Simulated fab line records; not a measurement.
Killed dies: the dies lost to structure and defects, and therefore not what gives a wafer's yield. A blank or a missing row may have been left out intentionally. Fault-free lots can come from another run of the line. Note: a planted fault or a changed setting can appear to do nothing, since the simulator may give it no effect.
8D (eight disciplines) problem report, filled in by code + flow n5Finfet + the parts of the form that need people (team, actions taken, sign-off) are left out

== 1. WHAT IS WRONG ==
Wafers without a fault read 13, standard deviation 4.8; killed_at_M4_up at N5_PASSIVATION_PROBE_49 reads a mean of 364 on 6 wafers belonging to 2 lots. Relative to the usual mean, that is a shift of +73 standard deviations.
First observed at day 15 06:13: wafer L866.1, on prober-02. The record has a number at this step for 20 wafers belonging to 7 lots. Rule for "out" (also "out of limits"): further than 4 standard deviations from the usual mean. All remaining wafers that have a number are taken as sound.

== 2. WHAT IT IS, AND WHAT IT ISN'T ==
| question                    | is                                                                                                                            | is not                                                                                                           |
|-----------------------------|-------------------------------------------------------------------------------------------------------------------------------|------------------------------------------------------------------------------------------------------------------|
| which readings at this step | killed_at_M4_up, defectLimitedYield, killedDies, killedOnRim, sort_bin_5_function, sort_bin_6_memory, sortNPass, sortYieldPct | killedAtContacts, killedAtFrontEnd, killedAtOther, killedOpen, killedShort, sort_bin_4_leakage, sort_bin_8_speed |
| which lots                  | L866, L868                                                                                                                    | L872, L875, L876, L877, L878                                                                                     |
| which wafers of those lots  | all that have a number                                                                                                        | -                                                                                                                |
| read on which tools         | prober-02                                                                                                                     | prober-01                                                                                                        |
| when                        | from day 15 06:13                                                                                                             | up to then (0 sound wafers); but 14 sound wafers of L872, L875, L876, L877, L878 came after                      |

== 3. THE SUSPECTS, EACH WITH WHAT RULES IT OUT ==
Counting: a tool at any process step up to the reading remains a suspect when it ran all the lots that are out and ran no sound lot after the first of those.
- ecdCu-01 at N5_BEOL_M10_ECD_50 (material Cu, target thk 318 nm): ruled out as a lasting fault. Sound lots L875 ran on it after its first lot that is out, L866 (day 12 15:32).
- prober-02 at N5_PASSIVATION_PROBE_49: ruled out as a lasting fault. Sound lots L872, L875, L878 ran on it after its first lot that is out, L866 (day 15 06:13).
Left after counting: nothing in the record.

== 4. THE CAUSE (what the simulator had put in) ==
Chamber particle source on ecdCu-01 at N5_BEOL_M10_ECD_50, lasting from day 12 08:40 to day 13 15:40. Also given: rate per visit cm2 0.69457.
The count ruled it out by mistake, since the rule takes a fault to strike every lot its tool runs from the start of the fault on, and this one did not do so.

== 5. THE EFFECT CHAIN, in route order ==
One row per reading whose mean, taken over the struck wafers that have a number, lies over 3 standard deviations from the usual. Readings are gone through only where the record gives a usual standard deviation; hours: the median, over the lots, of the time from a lot's start at the first step in this table giving one to that lot's start at this step; sigmas: the change measured in usual standard deviations.
| hours | step                    | reading             | usual  | on struck wafers | change | sigmas |
|-------|-------------------------|---------------------|--------|------------------|--------|--------|
| 0     | N5_PASSIVATION_PROBE_49 | defectLimitedYield  | 91.6 % | 62.7             | -28.9  | -21    |
| 0     | N5_PASSIVATION_PROBE_49 | killed_at_M4_up     | 13     | 364              | +351   | +73    |
| 0     | N5_PASSIVATION_PROBE_49 | killedDies          | 100    | 440              | +340   | +20    |
| 0     | N5_PASSIVATION_PROBE_49 | killedOnRim         | 13     | 60               | +47    | +11    |
| 0     | N5_PASSIVATION_PROBE_49 | sort_bin_5_function | 5.0 %  | 22.8             | +17.8  | +19    |
| 0     | N5_PASSIVATION_PROBE_49 | sort_bin_6_memory   | 3.1 %  | 12.3             | +9.2   | +14    |
| 0     | N5_PASSIVATION_PROBE_49 | sortNPass           | 1080   | 740              | -340   | -20    |
| 0     | N5_PASSIVATION_PROBE_49 | sortYieldPct        | 91.6 % | 62.7             | -28.9  | -21    |
Process steps it contains:
- N5_PASSIVATION_PROBE_49

== 6. HOW IT WOULD HAVE BEEN CAUGHT EARLIER ==
In this record no reading fell out of limits until day 15 06:13, 70 hours after the fault had begun at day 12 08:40.
